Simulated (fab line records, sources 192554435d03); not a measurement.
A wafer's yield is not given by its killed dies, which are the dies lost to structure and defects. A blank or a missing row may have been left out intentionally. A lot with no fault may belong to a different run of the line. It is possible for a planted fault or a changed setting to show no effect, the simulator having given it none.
What tool caused it? | flow n5Finfet | 10 lots, 29 wafers sampled, at 5 steps of a route of 1938

== WHAT EACH GAUGE READ, for each wafer ==
N5_BEOL_M1_INSPECT_13: inspects for defects (brightfield). Usual: rawDefectCount 374, standard deviation 87.
lot  | measured     | on               | rawDefectCount | flag
L869 | day 6 04:07  | defectInspect-01 | 310 317 211    | 
L871 | day 6 10:41  | defectInspect-01 | 337 288 348    | 
L873 | day 7 02:38  | defectInspect-02 | 548 642 468    | 
L875 | day 7 16:54  | defectInspect-01 | 293 286 294    | 
L876 | day 7 23:23  | defectInspect-01 | 338 347 437    | 
L879 | day 8 15:49  | defectInspect-01 | 248 358 315    | 
L886 | day 10 10:14 | defectInspect-01 | 314 348 346    | 
L887 | day 10 16:30 | defectInspect-01 | 305 436 381    | 
L888 | day 11 03:56 | defectInspect-01 | 322 302        | 
L889 | day 11 04:10 | defectInspect-01 | 401 464 323    | 

N5_BEOL_M1_CD_MEAS_28: target cd y 23.3 nm. Usual: cdNm 24.02 nm, standard deviation 0.26.
lot  | measured     | on       | cdNm (nm)         | flag
L869 | day 6 04:56  | cdSem-01 | 23.94 23.86 23.92 | 
L871 | day 6 11:37  | cdSem-01 | 24.09 23.69 23.82 | 
L873 | day 7 03:42  | cdSem-03 | 24.25 24.10 23.97 | 
L875 | day 7 18:18  | cdSem-01 | 24.14 24.33 24.02 | 
L876 | day 8 00:16  | cdSem-03 | 23.90 23.49 23.40 | 
L879 | day 8 16:46  | cdSem-02 | 24.23 23.86 23.85 | 
L886 | day 10 11:28 | cdSem-02 | 23.73 23.77 24.28 | 
L887 | day 10 17:23 | cdSem-03 | 23.69 23.73 24.23 | 
L888 | day 11 05:08 | cdSem-01 | 23.86 24.01       | 
L889 | day 11 05:25 | cdSem-02 | 23.65 24.04 23.85 | 

N5_BEOL_M1_OCD_MEAS_38. Usual: trenchDepthNm 54.9 nm, standard deviation 1.2.
lot  | measured     | on     | trenchDepthNm (nm) | flag
L869 | day 6 09:04  | ocd-02 | 55.7 53.0 55.9     | 
L871 | day 6 12:49  | ocd-02 | 56.5 56.0 53.4     | 
L873 | day 7 06:55  | ocd-01 | 56.2 54.2 56.2     | 
L875 | day 7 23:16  | ocd-02 | 56.5 54.6 54.3     | 
L876 | day 8 09:42  | ocd-01 | 56.0 55.0 55.4     | 
L879 | day 8 19:03  | ocd-02 | 55.7 56.0 55.3     | 
L886 | day 10 23:49 | ocd-02 | 53.3 56.4 53.6     | 
L887 | day 10 23:50 | ocd-01 | 56.7 52.7 52.9     | 
L888 | day 11 06:47 | ocd-02 | 57.4 55.3          | 
L889 | day 11 06:59 | ocd-01 | 55.6 54.8 54.7     | 

N5_BEOL_M4_RC_MEAS_101. Usual: DIBL_N 36.6 mV/V, standard deviation 1.8; DIBL_P 37.1 mV/V, standard deviation 2.1; IOFF_N 0.17 nA/um, standard deviation 0.033; IOFF_P 0.23 nA/um, standard deviation 0.039; ION_N 681 uA/um, standard deviation 13; ION_P 467 uA/um, standard deviation 8.7; SS_N 71.6 mV/dec, standard deviation 0.59; SS_P 73.4 mV/dec, standard deviation 0.63; VT_N 249 mV, standard deviation 3.4; VT_P -249 mV, standard deviation 3.7.
lot  | measured     | on        | DIBL_N (mV/V)  | DIBL_P (mV/V)  | IOFF_N (nA/um) | IOFF_P (nA/um) | ION_N (uA/um) | ION_P (uA/um) | SS_N (mV/dec)  | SS_P (mV/dec)  | VT_N (mV)   | VT_P (mV)      | flag
L869 | day 7 22:34  | prober-01 | 38.4 36.5 38.5 | 38.5 36.3 37.2 | 0.19 0.15 0.19 | 0.23 0.19 0.20 | 685 692 680   | 469 470 457   | 71.4 70.9 72.4 | 74.2 73.0 73.7 | 247 249 247 | -252 -253 -252 | 
L871 | day 8 16:04  | prober-01 | 38.0 38.2 38.5 | 40.2 38.5 40.0 | 0.19 0.18 0.18 | 0.25 0.21 0.24 | 693 672 686   | 471 456 468   | 71.1 71.4 71.2 | 73.5 72.3 73.1 | 245 249 249 | -248 -251 -248 | 
L873 | day 8 20:31  | prober-01 | 35.7 39.7 36.5 | 34.3 39.0 35.1 | 0.13 0.20 0.15 | 0.18 0.24 0.18 | 659 683 682   | 458 468 461   | 71.4 72.0 71.5 | 73.7 74.4 73.4 | 254 248 248 | -255 -250 -254 | 
L875 | day 9 23:52  | prober-02 | 37.5 37.0 37.9 | 38.9 38.5 38.8 | 0.18 0.18 0.18 | 0.21 0.22 0.21 | 692 690 673   | 469 468 455   | 71.5 71.0 71.7 | 73.4 73.3 73.7 | 248 248 253 | -253 -251 -254 | 
L876 | day 9 21:34  | prober-01 | 35.8 37.5 36.1 | 37.8 39.7 38.7 | 0.19 0.22 0.20 | 0.25 0.27 0.24 | 699 687 696   | 476 468 473   | 71.5 72.4 71.7 | 73.2 74.6 73.2 | 245 242 246 | -246 -249 -245 | 
L879 | day 10 06:43 | prober-01 | 33.9 36.8 38.0 | 32.8 36.9 37.0 | 0.12 0.17 0.19 | 0.17 0.23 0.23 | 677 691 675   | 463 473 457   | 70.6 71.5 72.1 | 72.5 73.4 73.6 | 252 247 248 | -254 -251 -248 | 
L886 | day 12 07:26 | prober-01 | 35.4 35.7 35.4 | 34.9 35.0 34.0 | 0.14 0.15 0.13 | 0.18 0.19 0.17 | 671 667 672   | 463 456 462   | 71.5 72.1 71.3 | 72.5 72.5 73.2 | 251 251 251 | -253 -252 -254 | 
L887 | day 12 21:51 | prober-01 | 41.1 38.7 42.3 | 37.9 36.7 40.7 | 0.23 0.17 0.27 | 0.26 0.24 0.31 | 681 688 699   | 464 470 473   | 72.8 71.3 72.5 | 73.4 73.5 74.0 | 247 252 245 | -248 -248 -246 | 
L888 | day 12 23:22 | prober-02 | 36.7 37.9      | 37.5 38.8      | 0.18 0.19      | 0.25 0.26      | 688 673       | 472 462       | 72.1 72.6      | 73.5 74.4      | 248 247     | -245 -247      | 
L889 | day 13 03:09 | prober-02 | 38.1 34.8 36.8 | 39.0 35.4 37.6 | 0.21 0.14 0.17 | 0.29 0.23 0.28 | 691 673 699   | 475 476 487   | 71.5 71.7 71.0 | 73.3 72.8 72.7 | 243 249 247 | -243 -244 -242 | 

== WHAT TOOL EACH LOT RAN ON (gives the tool, then ch and the chambers of the sampled wafers, and finally the start) ==
lot  | N5_BEOL_M1_ETCH_70
L869 | rieDiel-05 ch 1,3, day 6 08:43
L871 | rieDiel-02 ch 0,1, day 6 12:28
L873 | rieDiel-02 ch 0,3, day 7 06:33
L875 | rieDiel-02 ch 0,1,3, day 7 22:55
L876 | rieDiel-02 ch 0,2, day 8 09:20
L879 | rieDiel-02 ch 0,2, day 8 18:41
L886 | rieDiel-03 ch 0,3, day 10 23:27
L887 | rieDiel-05 ch 1,3, day 10 23:29
L888 | rieDiel-05 ch 0,1, day 11 06:25
L889 | rieDiel-02 ch 0,1,3, day 11 06:37
- N5_BEOL_M1_ETCH_70: etches SOC in N2/H2, target depth 80 nm, overetch 16 nm, time 120 s.

== WHAT THE TOOLS THEMSELVES READ (means of the sampled wafers that have a number; where no wafer has one, the mark that the record gives instead) ==
N5_BEOL_M1_ETCH_70. Usual: biasW 150.0 W, standard deviation 0.39; drypumpMotorCurrentA 5.6 A, standard deviation 0.38; oesProductAu 0.60 a.u., standard deviation 0.066; rfVppV 523.0 V, standard deviation 2.6; showerheadPlenumPTorr 2.51 Torr, standard deviation 0.093; throttleValvePct 17.8 %, standard deviation 0.32.
lot  | tool       | biasW (W) | drypumpMotorCurrentA (A) | oesProductAu (a.u.) | rfVppV (V) | showerheadPlenumPTorr (Torr) | throttleValvePct (%) | flag
L869 | rieDiel-05 | 150.1     | 6.0                      | 0.55                | 519.3      | 2.42                         | 17.9                 | 
L871 | rieDiel-02 | 150.0     | 5.5                      | 0.63                | 524.3      | 2.56                         | 17.6                 | 
L873 | rieDiel-02 | 149.5     | 5.6                      | 0.62                | 523.6      | 2.53                         | 17.8                 | 
L875 | rieDiel-02 | 106.3     | 5.8                      | 0.57                | 419.5      | 2.49                         | 17.7                 | OFF
L876 | rieDiel-02 | 106.3     | 5.4                      | 0.66                | 421.6      | 2.56                         | 17.6                 | OFF
L879 | rieDiel-02 | 106.6     | 5.5                      | 0.66                | 420.6      | 2.52                         | 17.5                 | OFF
L886 | rieDiel-03 | 149.9     | 5.7                      | 0.58                | 522.8      | 2.49                         | 17.5                 | 
L887 | rieDiel-05 | 150.1     | 5.9                      | 0.60                | 523.4      | 2.52                         | 17.9                 | 
L888 | rieDiel-05 | 150.1     | 5.8                      | 0.61                | 524.2      | 2.58                         | 17.9                 | 
L889 | rieDiel-02 | 150.0     | 5.8                      | 0.68                | 525.5      | 2.59                         | 17.5                 | 

== THE ANSWER, worked out from the rows above alone ==
Rule: lot off if the mean of its wafers having a number is beyond 3 standard deviations from the usual mean. Also off: a lot with no number at a reading for which 4 or more lots have one. Any other lot the step has rows for is counted as sound. The gauges are gone through in route order, then the tools' own readings, and for those a lot's mean is taken as printed above. At the first step where some lot is off, the reading lying furthest off is the one used; lots without a number count as furthest.
Off, at N5_BEOL_M1_ETCH_70 on biasW: L875, L876, L879.
A tool fits if, at that step or a process step before it, it ran every lot that is off, and no sound lot after the first of them. None of those tried fits.

== WHAT THE SIMULATOR PUT IN ==
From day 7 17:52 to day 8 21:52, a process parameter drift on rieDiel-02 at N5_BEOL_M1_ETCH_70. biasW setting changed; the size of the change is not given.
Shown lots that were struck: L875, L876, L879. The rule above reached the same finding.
